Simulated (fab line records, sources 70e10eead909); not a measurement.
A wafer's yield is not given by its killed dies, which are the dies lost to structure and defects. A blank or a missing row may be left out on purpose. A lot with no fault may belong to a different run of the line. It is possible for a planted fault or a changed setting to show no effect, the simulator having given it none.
Chamber matching | flow nand_harc | NHARC_P_STI_ETCH_15 on rie_si-01 has 4 sister chambers
The step etches the open film in HBr/Cl2, target depth 300 nm, time 100.1 s. 14 wafers are shown with their chamber, then 7 later ones without.

== WAFERS WITH THEIR CHAMBER ==
wafer  | chamber | drypump_motor_current_A (A) | throttle_valve_pct (%) | oes_product_au (a.u.)
L074.2 | 3       | 4.7                         | 26.414                 | 0.994
L074.3 | 0       | 5.4                         | 26.400                 | 1.010
L074.6 | 0       | 5.4                         | 26.414                 | 1.011
L083.2 | 2       | 6.1                         | 26.402                 | 1.007
L083.4 | 0       | 5.4                         | 26.416                 | 1.013
L083.5 | 3       | 4.7                         | 26.408                 | 0.994
L088.3 | 3       | 4.7                         | 26.403                 | 0.992
L088.4 | 1       | 6.4                         | 26.414                 | 0.992
L088.6 | 0       | 5.4                         | 26.409                 | 1.006
L088.1 | 2       | 6.1                         | 26.403                 | 0.985
L088.2 | 0       | 5.4                         | 26.409                 | 1.004
L088.5 | 3       | 4.7                         | 26.412                 | 1.003
L092.4 | 1       | 6.5                         | 26.420                 | 1.004
L092.5 | 0       | 5.4                         | 26.407                 | 1.005

SIGNATURES, as means of the wafers listed above
reading                 | chamber 0 | chamber 1 | chamber 2 | chamber 3 | scatter within a chamber
drypump_motor_current_A | 5.400     | 6.450     | 6.100     | 4.700     | 0.0224
throttle_valve_pct      | 26.40917  | 26.41700  | 26.40250  | 26.40925  | 0.00498
oes_product_au          | 1.00817   | 0.99800   | 0.99600   | 0.99575   | 0.00673
Rule: a wafer lies at a distance from a chamber equal to the root of the sum of squares, over the readings, of (its reading less the chamber's mean, divided by the reading's scatter). If the next closest chamber is less than 2 further off than the closest, the wafer can't be placed; otherwise it belongs to the closest. The scatter: the root of (the sum of the squares of (reading less its chamber's mean) over the shown wafers, divided by (wafers less chambers)).

== WAFERS WITHOUT THEIR CHAMBER ==
wafer  | drypump_motor_current_A (A) | throttle_valve_pct (%) | oes_product_au (a.u.)
L092.6 | 4.7                         | 26.395                 | 0.994
L093.1 | 4.7                         | 26.411                 | 0.990
L093.2 | 5.4                         | 26.403                 | 0.998
L093.3 | 6.4                         | 26.404                 | 1.001
L093.4 | 6.1                         | 26.407                 | 0.995
L093.5 | 5.4                         | 26.402                 | 0.999
L093.6 | 4.7                         | 26.389                 | 1.006

== WHICH CHAMBER EACH ONE RAN IN ==
wafer  | from the rows above | in truth
L092.6 | 3                   | 3
L093.1 | 3                   | 3
L093.2 | 0                   | 0
L093.3 | 1                   | 1
L093.4 | 2                   | 2
L093.5 | 0                   | 0
L093.6 | 3                   | 3
Placed correctly: 7 of 7. From these rows, 0 cannot be placed. Placed wrongly: 0.
